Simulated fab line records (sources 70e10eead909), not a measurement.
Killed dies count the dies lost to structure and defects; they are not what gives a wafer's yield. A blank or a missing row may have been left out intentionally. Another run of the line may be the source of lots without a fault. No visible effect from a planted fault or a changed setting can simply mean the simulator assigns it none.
Comparing a struck lot with a sound one / flow nandHarc / 15 steps out of a route of 1159
Sound: these wafers, L105.1, L105.4, L105.6. Struck: wafer L121.3 (L121.2, L121.5, from the same lot, were not struck and are left out); the cause is given at the end.
Per side, at each step with rows, come the tool, then ch with its chambers, and then its first start. Under that, the readings that differ: sound wafers / struck wafers / difference of the means / sigmas: that difference in standard deviations of wafers without a fault.
alike: readings with means less than 2 such deviations apart, plus words and numbers identical on both sides. not compared: withheld readings, readings lacking a value on some wafer, bounds such as >300 that could conceal the same value, and numbers that have no deviation in the record and whose values overlap.
A row with sigmas, a row that says differs or no value, or rows on one side alone: a step with any of these is where the two part. Numbers that don't overlap but have no deviation are shown without sigmas and don't part them. A reading that every wafer of one side lacks parts them only if that side has two wafers or more.

first, 7 steps without rows for these wafers: NHARC_A_SLIT_HMDS_02 (time 30 s); NHARC_A_SLIT_COAT_03 (resist thk 90 nm); NHARC_A_SLIT_SOFTBAKE_04 (time 55 s); NHARC_A_SLIT_EBR_05; NHARC_A_SLIT_EXPOSE_06 (exposes mask SLIT); NHARC_A_SLIT_PEB_07 (peb time 65 s); NHARC_A_SLIT_DEVELOP_08 (develop time 35 s).
NHARC_A_SLIT_CD_MEAS_09 targets a cd of 300 nm.
  sound on cdSem-01 ch 0, day 14 13:28; struck on cdSem-01 ch 0, day 18 08:01
  alike: cdNm
NHARC_A_SLIT_OVL_MEAS_10:
  sound on overlay-02 at day 14 13:32; struck on overlay-02 at day 18 08:05
reading=overlayXNm (nm); sound=-0.5 -1.2 -1.6; struck=1.1; difference=+2.2; sigmas=+3
  alike: overlayYNm
NHARC_A_SLIT_INSPECT_11:
  sound on defectInspect-01 at day 14 13:35; struck on defectInspect-01 at day 18 08:08
  alike: rawDefectCount
NHARC_A_SLIT_DESCUM_14: chemistry O2, time 3 s.
  sound on rieDiel-13 ch 0,1,2, day 14 13:40; struck on rieDiel-13 ch 1, day 18 08:11
  alike: drypumpMotorCurrentA, oesProductAu, rfVppV, showerheadPlenumPTorr, throttleValvePct
  not compared: rfHoursCounterH
NHARC_A_SLIT_ETCH_24: etches the open film in CF4/CHF3, target depth 121 nm, time 60.5 s.
  sound on rieDiel-13 ch 0,1,3, day 14 13:45; struck on rieDiel-13 ch 2, day 18 08:17
  alike: drypumpMotorCurrentA, oesProductAu, rfVppV, runLengthS, showerheadPlenumPTorr, throttleValvePct
  not compared: rfHoursCounterH
NHARC_A_SLIT_ETCH_15: etches the open film in O2/COS, target depth 3200 nm, time 832 s.
  sound on rieDiel-13 ch 0,1, day 14 13:50; struck on rieDiel-13 ch 0, day 18 08:25
reading=runLengthS (s); sound=853.8 853.0 853.1; struck=593.0; difference=-260.3; sigmas=-99 or more
  alike: drypumpMotorCurrentA, oesProductAu, rfVppV, showerheadPlenumPTorr, throttleValvePct
  not compared: rfHoursCounterH
NHARC_A_SLIT_ETCH_17: etches the open film in C4F8/O2/Ar, time 1687.5 s, target depth 10100 nm.
  sound on harEtch-02 ch 0,1, day 14 16:34; struck on harEtch-02 ch 1, day 18 09:12
  alike: drypumpMotorCurrentA, runLengthS, showerheadPlenumPTorr, throttleValvePct
  not compared: rfHoursCounterH
-- record jumps: 6 days between struck wafers' starts before vs after; left off in module A_SLIT, resumes in module END, first step shown is number 1159 of the route --
NHARC_END_SORT_01:
  sound on prober-01 ch 0, day 20 11:32; struck on prober-01 ch 0, day 23 21:56
reading=hold; sound=- - -; struck=awaitDispo/2.8h/release; difference=no value on the sound wafers; sigmas=
reading=killedAtArray; sound=34 37 41; struck=673; difference=+636; sigmas=+64
reading=killedDies; sound=38 39 50; struck=677; difference=+635; sigmas=+63
  alike: killedAtOther, killedAtPeriphery, killedOpen, killedShort

== WHERE THEY PART ==
First at NHARC_A_SLIT_OVL_MEAS_10; last, within this record, at NHARC_END_SORT_01.

WHY: whatever the simulator had introduced
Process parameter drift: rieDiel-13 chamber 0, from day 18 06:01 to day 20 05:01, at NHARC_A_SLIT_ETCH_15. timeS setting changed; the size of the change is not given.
